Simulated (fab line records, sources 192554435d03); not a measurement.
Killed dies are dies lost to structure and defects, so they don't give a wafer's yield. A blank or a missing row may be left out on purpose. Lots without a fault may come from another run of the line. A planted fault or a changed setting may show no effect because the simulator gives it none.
Chamber matching | flow n5_finfet | N5_GATE_CUT_ETCH_28 on rie_diel-01: 4 sister chambers
The step etches underlayer in N2/H2, target depth 13 nm, time 10.4 s. 8 wafers are shown with their chamber, then 9 later ones without.

WAFERS WITH THEIR CHAMBER
wafer  | chamber | drypump_motor_current_A (A) | etch_rf_on_time_s (s)
L086.1 | 0       | 5.6                         | 9.9
L086.5 | 2       | 6.3                         | 10.3
L087.1 | 1       | 5.5                         | 10.0
L087.2 | 2       | 6.3                         | 10.2
L087.3 | 0       | 5.7                         | 9.9
L094.2 | 3       | 5.5                         | 11.2
L094.3 | 1       | 5.5                         | 10.1
L094.5 | 3       | 5.5                         | 11.2

WAFERS WITHOUT THEIR CHAMBER
wafer  | drypump_motor_current_A (A) | etch_rf_on_time_s (s)
L095.1 | 5.4                         | 11.1
L095.3 | 5.5                         | 10.2
L095.6 | 5.4                         | 11.1
L096.2 | 5.5                         | 10.1
L096.3 | 5.5                         | 11.1
L096.6 | 5.5                         | 10.1
L097.1 | 6.2                         | 10.2
L097.3 | 5.4                         | 11.1
L097.6 | 5.5                         | 10.0

WHICH CHAMBER EACH WENT THROUGH
wafer  | from the rows above | in truth
L095.1 | 3                   | 3
L095.3 | 1                   | 1
L095.6 | 3                   | 3
L096.2 | 1                   | 1
L096.3 | 3                   | 3
L096.6 | 1                   | 1
L097.1 | 2                   | 2
L097.3 | 3                   | 3
L097.6 | 1                   | 1
Placed correctly: 9 of 9. Can't be placed from these rows: 0. Placed wrongly: 0.
How it was worked out, from the rows above alone: a wafer's distance from a chamber is the root of the sum, over the readings, of the square of ((its reading less the chamber's mean) divided by the reading's scatter). The wafer belongs to the nearest chamber; if the next one is less than 2 further off, it can't be placed. A chamber's mean is the mean of its shown wafers. The scatter: the root of (the sum of the squares of (reading less its chamber's mean) over the shown wafers, divided by (wafers less chambers)).
